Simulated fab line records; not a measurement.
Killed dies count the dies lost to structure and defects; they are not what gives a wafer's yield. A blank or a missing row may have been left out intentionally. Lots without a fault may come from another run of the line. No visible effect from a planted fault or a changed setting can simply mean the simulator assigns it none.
Problem report in the 8D (eight disciplines) form, filled by code + flow n5 finfet + the parts of the form that need people (team, actions taken, sign-off) are left out

1. WHAT IS WRONG
etch rf on time s at N5_SDB_ETCH_17 reads a mean of 30.0 s on 4 wafers of 3 lots; wafers without a fault read 39.1 s with a standard deviation of 1.3. That is -7.0 standard deviations from the usual mean.
The step: etches SiARC in CF4, target depth 23.4 nm, time 39 s.
The first sign was on wafer L326.3 at day 7 11:49, on rie diel-04. Wafers with a number at this step in the record: 18, from 7 lots. Rule for "out", or "out of limits": more than 4 standard deviations from the usual mean. The other wafers with a number count as sound.

2. WHAT IT IS; WHAT IT IS NOT
| question                    | is                             | is not                                                                         |
|-----------------------------|--------------------------------|--------------------------------------------------------------------------------|
| which readings at this step | etch rf on time s              | drypump motor current A, rf vpp V, throttle valve pct                          |
| which lots                  | L326, L328, L330               | L313, L316, L331, L334                                                         |
| which wafers of those lots  | L326.3, L328.2, L330.2, L330.3 | L326.1, L328.5                                                                 |
| read on which tools         | rie diel-04                    | rie diel-01                                                                    |
| when                        | from day 7 11:49               | up to then (7 sound wafers); but 7 sound wafers of L328, L331, L334 came after |

3. THE SUSPECTS, EACH WITH WHAT RULES IT OUT
Counting: if a tool at a process step up to the reading ran every lot that is out, it stays a suspect. Sound lots after the first of them don't rule it out here, since some wafers of a struck lot are sound.
- rie diel-04 at N5_SDB_DESCUM_16 (chemistry O2, time 7.9 s): kept. Ran every lot that is out, first one L326 (day 7 11:47); last sound lot up to then L316 (day 5 01:25).
- rie diel-04 at N5_SDB_ETCH_17 (etches SiARC in CF4, target depth 23.4 nm, time 39 s): kept. Ran every lot that is out, first one L326 (day 7 11:49); last sound lot up to then L316 (day 5 01:27). On those wafers its own readings are out: etch rf on time s.
What counting leaves: rie diel-04 at N5_SDB_DESCUM_16 and rie diel-04 at N5_SDB_ETCH_17.

4. THE CAUSE (what the simulator had put in)
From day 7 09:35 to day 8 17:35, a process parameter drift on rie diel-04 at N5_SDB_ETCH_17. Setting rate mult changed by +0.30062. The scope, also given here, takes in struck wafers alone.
Counting leaves 2 suspects; this tool is one of them.

5. THE EFFECT CHAIN, in route order
One row per reading whose mean, taken over the struck wafers that have a number, lies over 3 standard deviations from the usual. Only readings for which the record gives a usual standard deviation are gone through. hours: the time from each lot's start at the first step in this table that gives one to its start at this step, as a median over the lots. sigmas: the change in usual standard deviations.
| hours | step           | reading           | usual  | on struck wafers | change | sigmas |
|-------|----------------|-------------------|--------|------------------|--------|--------|
| 0     | N5_SDB_ETCH_17 | etch rf on time s | 39.1 s | 30.0             | -9.1   | -7.0   |
The process steps in it:
- N5_SDB_ETCH_17: etches SiARC in CF4, target depth 23.4 nm, time 39 s.
At these later measuring or inspecting steps, every struck wafer for which the step has a row has a number for every such reading, and none has moved that far: N5_BEOL_M4_RC_MEAS_101.

6. WHAT WOULD HAVE CAUGHT IT SOONER
First out-of-limits reading in this record: day 7 11:49, which is 2 hours after fault onset at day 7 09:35.
